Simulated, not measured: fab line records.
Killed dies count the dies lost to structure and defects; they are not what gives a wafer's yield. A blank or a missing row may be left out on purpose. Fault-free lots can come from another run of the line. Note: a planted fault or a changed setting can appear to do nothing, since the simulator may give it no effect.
fab line records	flow nand_harc
[record] lots = 14	wafers = 42	last_day = 24
route steps=1159 shown A_CHANNEL_HOLE_D1@450 A_BONDPAD@1082 THIN_TSV@1121 END@1159
lots with no fault: from the same line, run without faults
start_h: start of the lot's first displayed wafer, in hours after the record's first day	wait_h: hours from the lot's prior step to this one	" identical to the entry in the row above	L1.1+2: one row covering several wafers at once	- value missing, or start not given	* or withheld: withheld	< > ~ a bound
route shown NAME@n: names a module that has steps shown in the file, with the first one's number in the route	usual: average and standard deviation across the fault-free wafers	same: alike in all rows	chamber/n: place in a boat	sites: the reading at each site	_std_site: how widely they spread, as a standard deviation	_edge_site: inner sites' mean taken away from outer sites' mean	radius_mm: how far each site lies from the wafer's centre	mask NAME#n: copy n	behind: tool/chamber where the wafer was last shaped	hold: what put the lot on hold/how long, in hours/how the hold closed	device: the transistor (n, p or np) that didn't switch	end of line: the route-end tests of the same wafers	a step with no rows: only its recipe	killed: dies that structure and defects cost at the first sort, which is not the same as the wafer's yield	map: a wafer's dies, x killed, . not, _ none there
set.NAME: the setting the step ran with; set.NAME@STEP: the setting that earlier step ran with	model.NAME: the simulator's own value behind a step, which no gauge read
the route's steps for a sample of lots (tables are steps, rows are wafers)
services: the hour from which a tool's chamber was out of use, counted from the record's first day as start_h (under 0 if before that day), plus the number of hours and why
[[steps]]
[step NHARC_A_CHANNEL_HOLE_D1_DEP_00]
[recipe] target_thk_a = 31000	temp_c = 400	material = aC
[usual] throttle_valve_pct = 35.000/0.0089
lot.wafer	tool	chamber	start_h	wait_h	throttle_valve_pct
L901.2	acl_dep-01	0	185.22	0.4	34.997
L901.3	"	0	"	"	34.989
L901.5	"	0	"	"	35.001
L902.2	acl_dep-02	0	185.23	0.4	34.993
L902.5	"	0	"	"	35.018
L902.6	"	0	"	"	35.005
L904.2	acl_dep-03	0	185.37	0.4	35.010
L904.3	"	0	"	"	35.006
L904.4	"	0	"	"	35.003
L905.1	acl_dep-03	0	201.90	2.2	34.989
L905.2	"	0	"	"	35.008
L905.3	"	0	"	"	34.992
L907.1	acl_dep-02	0	210.28	0.1	34.988
L907.2	"	0	"	"	34.981
L907.6	"	0	211.89	1.7	35.013
L908.2	acl_dep-01	0	210.63	0.4	35.015
L908.3	"	0	"	"	35.008
L908.5	"	0	"	"	35.002
L906.2	acl_dep-03	0	211.13	0.4	35.010
L906.3	"	0	"	"	34.999
L906.4	"	0	"	"	34.998
L911.1	acl_dep-01	0	231.67	3.1	35.003
L911.2	"	0	"	"	34.993
L911.6	"	0	233.23	4.6	34.994
L910.2	acl_dep-02	0	233.76	5.1	35.008
L910.3	"	0	"	"	35.009
L910.4	"	0	"	"	35.001
L912.2	acl_dep-02	0	254.86	0.4	35.014
L912.3	"	0	"	"	35.001
L912.5	"	0	"	"	35.013
L917.1	acl_dep-03	0	265.56	0.1	34.994
L917.5	"	0	266.83	1.3	35.003
L917.6	"	0	"	"	35.004
L919.1	acl_dep-03	0	281.12	0.2	34.995
L919.2	"	0	"	"	34.992
L919.4	"	0	"	"	35.007
L924.1	acl_dep-01	0	306.19	4.7	34.996
L924.2	"	0	"	"	35.008
L924.4	"	0	"	"	35.001
L922.1	acl_dep-03	0	307.79	6.0	34.997
L922.2	"	0	"	"	34.982
L922.5	"	0	"	"	34.987
[step NHARC_A_BONDPAD_DEGAS_25]
[recipe] temp_c = 300	time_s = 60
[usual] heater_power_w = 483/52
lot.wafer	tool	chamber	start_h	wait_h	heater_power_w
L901.3	pvd_sputter-02	-	424.33	-	464
L901.2	"	-	"	"	423
L901.5	"	-	"	"	471
L904.4	pvd_sputter-02	-	426.30	-	411
L904.3	"	-	"	"	425
L904.2	"	-	"	"	580
L902.2	pvd_sputter-01	-	426.34	-	543
L902.5	"	-	"	"	548
L902.6	"	-	"	"	492
L905.2	pvd_sputter-03	-	437.48	-	459
L905.3	"	-	"	"	452
L905.1	"	-	"	"	430
L908.3	pvd_sputter-01	-	447.37	-	506
L908.2	"	-	"	"	490
L908.5	"	-	"	"	513
L907.2	pvd_sputter-01	-	447.79	-	508
L907.1	"	-	"	"	546
L907.6	"	-	"	"	499
L906.2	pvd_sputter-01	-	458.85	-	498
L906.4	"	-	"	"	504
L906.3	"	-	"	"	557
L910.3	pvd_sputter-02	-	463.82	-	471
L910.2	"	-	"	"	432
L910.4	"	-	"	"	575
L911.2	pvd_sputter-02	-	469.61	-	427
L911.1	"	-	"	"	416
L911.6	"	-	"	"	428
L912.2	pvd_sputter-03	-	474.62	-	529
L912.3	"	-	"	"	437
L912.5	"	-	"	"	517
L917.1	pvd_sputter-03	-	514.49	-	445
L917.5	"	-	"	"	425
L917.6	"	-	"	"	451
L919.1	pvd_sputter-02	-	535.49	-	431
L919.2	"	-	"	"	435
L919.4	"	-	"	"	584
L924.2	pvd_sputter-03	-	546.27	-	446
L924.1	"	-	"	"	547
L924.4	"	-	"	"	423
L922.1	pvd_sputter-02	-	546.46	-	427
L922.2	"	-	"	"	592
L922.5	"	-	"	"	469
[step NHARC_THIN_TSV_CD_MEAS_16]
[usual] cd_nm = 1000.4/1.5
lot.wafer	tool	chamber	start_h	wait_h	cd_nm
L904.2	cd_sem-03	-	441.53	0.1	1002.0
L904.3	"	-	"	"	1001.7
L904.4	"	-	"	"	1001.8
L901.2	cd_sem-02	-	442.72	0.1	1001.3
L901.3	"	-	"	"	997.9
L901.5	"	-	"	"	999.0
L902.2	cd_sem-01	-	443.95	0.1	1002.3
L902.5	"	-	"	"	1002.1
L902.6	"	-	"	"	1000.3
L905.1	cd_sem-03	-	457.30	0.1	1000.2
L905.2	"	-	"	"	1001.6
L905.3	"	-	"	"	1000.4
L908.2	cd_sem-01	-	466.47	0.1	1001.5
L908.3	"	-	"	"	1003.3
L908.5	"	-	"	"	1003.5
L907.1	cd_sem-02	-	467.71	0.2	998.5
L907.2	"	-	"	"	1000.8
L907.6	"	-	"	"	999.4
L906.2	cd_sem-03	-	475.22	0.1	999.0
L906.3	"	-	"	"	999.0
L906.4	"	-	"	"	998.6
L910.2	cd_sem-03	-	476.54	0.1	1004.1
L910.3	"	-	"	"	1004.0
L910.4	"	-	"	"	1002.0
L911.1	cd_sem-02	-	481.27	0.1	1000.1
L911.2	"	-	"	"	998.8
L911.6	"	-	"	"	1000.1
L912.2	cd_sem-02	-	490.22	0.1	999.4
L912.3	"	-	"	"	999.3
L912.5	"	-	"	"	1000.1
L917.1	cd_sem-01	-	532.90	0.1	998.9
L917.5	"	-	"	"	999.5
L917.6	"	-	"	"	998.8
L919.1	cd_sem-02	-	553.55	0.1	999.1
L919.2	"	-	"	"	999.4
L919.4	"	-	"	"	1001.3
L924.1	cd_sem-02	-	560.89	0.2	1000.1
L924.2	"	-	"	"	999.1
L924.4	"	-	"	"	999.5
L922.1	cd_sem-01	-	562.03	0.1	998.7
L922.2	"	-	"	"	998.8
L922.5	"	-	"	"	998.9
[step NHARC_THIN_TSV_CD_MEAS_37]
[usual] cd_nm = 4999.8/2.3
lot.wafer	tool	chamber	start_h	wait_h	cd_nm
L904.2	cd_sem-03	-	448.12	-	4999.8
L904.3	"	-	"	"	5001.6
L904.4	"	-	"	"	5000.9
L901.2	cd_sem-02	-	449.23	-	4998.1
L901.3	"	-	"	"	4996.0
L901.5	"	-	"	"	4996.9
L902.2	cd_sem-02	-	450.44	-	4998.9
L902.5	"	-	"	"	5000.4
L902.6	"	-	"	"	4998.7
L905.1	cd_sem-01	-	464.82	-	4999.2
L905.2	"	-	"	"	5001.7
L905.3	"	-	"	"	4999.4
L908.2	cd_sem-01	-	472.87	-	5000.4
L908.3	"	-	"	"	5002.2
L908.5	"	-	"	"	5000.0
L907.1	cd_sem-03	-	474.28	-	4994.2
L907.2	"	-	"	"	4997.4
L907.6	"	-	"	"	4995.7
L906.2	cd_sem-01	-	482.09	-	4996.3
L906.3	"	-	"	"	4996.9
L906.4	"	-	"	"	4996.8
L910.2	cd_sem-03	-	483.13	-	5004.8
L910.3	"	-	"	"	5003.3
L910.4	"	-	"	"	5002.5
L911.1	cd_sem-03	-	487.78	-	4997.9
L911.2	"	-	"	"	4996.7
L911.6	"	-	"	"	4998.7
L912.2	cd_sem-03	-	496.61	-	5001.9
L912.3	"	-	"	"	5001.1
L912.5	"	-	"	"	5001.9
L917.1	cd_sem-02	-	541.15	-	4999.6
L917.5	"	-	"	"	5000.4
L917.6	"	-	"	"	4999.7
L919.1	cd_sem-03	-	560.04	-	4996.8
L919.2	"	-	"	"	5000.9
L919.4	"	-	"	"	4998.9
L924.1	cd_sem-01	-	567.57	-	4998.0
L924.2	"	-	"	"	4996.5
L924.4	"	-	"	"	4999.1
L922.1	cd_sem-02	-	568.46	-	4996.2
L922.2	"	-	"	"	4996.9
L922.5	"	-	"	"	4997.6
[step NHARC_END_SORT_01]
[recipe] temp_c = 25
[usual] killed_at_array = 29/12	killed_at_other = 0.7/1	killed_at_periphery = 4/3.2	killed_dies = 34/12	killed_open = 3.4/2	killed_short = 1.8/1.3
[same] gross_dies = 677
lot.wafer	tool	chamber	start_h	wait_h	killed_at_array	killed_at_other	killed_at_periphery	killed_dies	killed_open	killed_short
L910.2	prober-02	0	490.36	2.8	160	0	2	162	0	1
L910.3	prober-02	0	491.17	3.1	170	0	0	170	2	1
L910.4	prober-02	0	491.98	3.4	211	0	1	212	2	1
L912.2	prober-02	0	506.01	2.8	156	1	5	162	1	0
L912.3	prober-02	0	506.80	3.1	201	0	4	205	1	2
L912.5	prober-02	0	508.39	3.7	210	0	5	215	0	2
// killed by level:class
L910.2 A_CHANNEL_HOLE_D1:area_dep=130 A_SLIT:chamber_film_flake=17 A_CHANNEL_HOLE_D1:chamber_film_flake=5 A_CONTACT:chamber_film_flake=3 P_BONDPAD:chamber_film_flake=2 A_CHANNEL_FILL_D1:chamber_film_flake=2 A_STAIRCASE:chamber_film_flake=2 A_WL_FILL:geometric_particle:short=1
L910.3 A_CHANNEL_HOLE_D1:area_dep=146 A_SLIT:chamber_film_flake=13 A_CHANNEL_HOLE_D1:chamber_film_flake=3 A_CHANNEL_FILL_D1:chamber_film_flake=2 A_CONTACT:chamber_film_flake=2 A_SGD_CUT:geometric_particle:open=1 A_CONTACT:geometric_particle:open=1 A_M1:geometric_particle:short=1
L910.4 A_CHANNEL_HOLE_D1:area_dep=184 A_SLIT:chamber_film_flake=16 A_CHANNEL_HOLE_D1:chamber_film_flake=4 A_STAIRCASE:chamber_film_flake=3 A_CONTACT:chamber_film_flake=2 P_M1:geometric_particle:open=1 A_WL_FILL:geometric_particle:short=1 A_WL_FILL:geometric_particle:open=1
L912.2 A_CHANNEL_HOLE_D1:area_dep=104 A_CHANNEL_HOLE_D1:chamber_film_flake=21 A_SLIT:chamber_film_flake=15 A_CONTACT:chamber_film_flake=7 A_M0:chamber_film_flake=5 P_BONDPAD:chamber_film_flake=3 A_STAIRCASE:chamber_film_flake=3 P_M1:chamber_film_flake=2
L912.3 A_CHANNEL_HOLE_D1:area_dep=144 A_SLIT:chamber_film_flake=22 A_CHANNEL_HOLE_D1:chamber_film_flake=21 A_STAIRCASE:chamber_film_flake=9 A_M0:chamber_film_flake=2 P_M0:geometric_particle:open=1 P_M0:geometric_particle:short=1 A_WL_FILL:geometric_particle:short=1
L912.5 A_CHANNEL_HOLE_D1:area_dep=150 A_CHANNEL_HOLE_D1:chamber_film_flake=20 A_SLIT:chamber_film_flake=16 A_STAIRCASE:chamber_film_flake=12 A_M0:chamber_film_flake=6 A_CONTACT:chamber_film_flake=5 P_BONDPAD:chamber_film_flake=3 P_M0:geometric_particle:short=1
[[services]]
tool	chamber	start_h	hours	kind
acl_dep-02	-	167.16	13.0	pm
pvd_sputter-01	-	171.17	10.0	pm
pvd_sputter-03	-	185.58	1.2	repair
pvd_sputter-03	-	204.83	6.3	repair
acl_dep-03	-	223.18	13.0	pm
acl_dep-01	-	257.96	11.6	repair
pvd_sputter-03	-	280.00	10.0	pm
pvd_sputter-02	-	282.98	8.9	repair
acl_dep-01	-	293.19	13.0	pm
pvd_sputter-01	-	349.17	10.0	pm
acl_dep-02	-	349.68	13.0	pm
pvd_sputter-01	-	364.10	4.4	repair
pvd_sputter-02	-	392.24	10.0	pm
acl_dep-03	-	406.04	13.0	pm
pvd_sputter-03	-	444.97	5.4	repair
pvd_sputter-03	-	458.00	10.0	pm
pvd_sputter-01	-	472.80	9.2	repair
acl_dep-01	-	474.19	13.0	pm
pvd_sputter-02	-	499.27	7.8	repair
pvd_sputter-03	-	515.57	6.9	repair
pvd_sputter-02	-	519.67	3.2	repair
pvd_sputter-01	-	527.17	10.0	pm
acl_dep-02	-	531.54	13.0	pm
[[key]]
[first_sign] step = NHARC_END_SORT_01	reading = killed_dies	direction = up	sigmas = 13	usual = 34	struck = 188
[effect] step = NHARC_END_SORT_01	reading = killed_at_array	direction = up	sigmas = 13	usual = 29	struck = 185
[more_kills_born_at] NHARC_A_CHANNEL_HOLE_D1_DEP_00@acl_dep-02 = 858
met_at NHARC_A_CHANNEL_HOLE_D1_DEP_00
struck_lots L910,L912
struck_wafers L910.2,L910.3,L910.4,L912.2,L912.3,L912.5
tester_left_out L910,L912
not_acting_at NHARC_A_BONDPAD_DEGAS_25,NHARC_THIN_TSV_CD_MEAS_16,NHARC_THIN_TSV_CD_MEAS_37
onset_between 210.28 233.76
[fault] kind = process_parameter_drift	tool = acl_dep-02	chamber = 0	onset_h = 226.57	steps = NHARC_A_CHANNEL_HOLE_D1_DEP_00	channel = target_thk_a	offset = *	shape = step	end_h = 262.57	acts_in = *	stated = *
// tester_left_out: of these lots the tester's yield and bins aren't shown, on N5 and GAA mostly nor the transistor test; their killed dies are dies lost to structure and defects alone, not to doping, threshold or leakage, so they don't give the yield
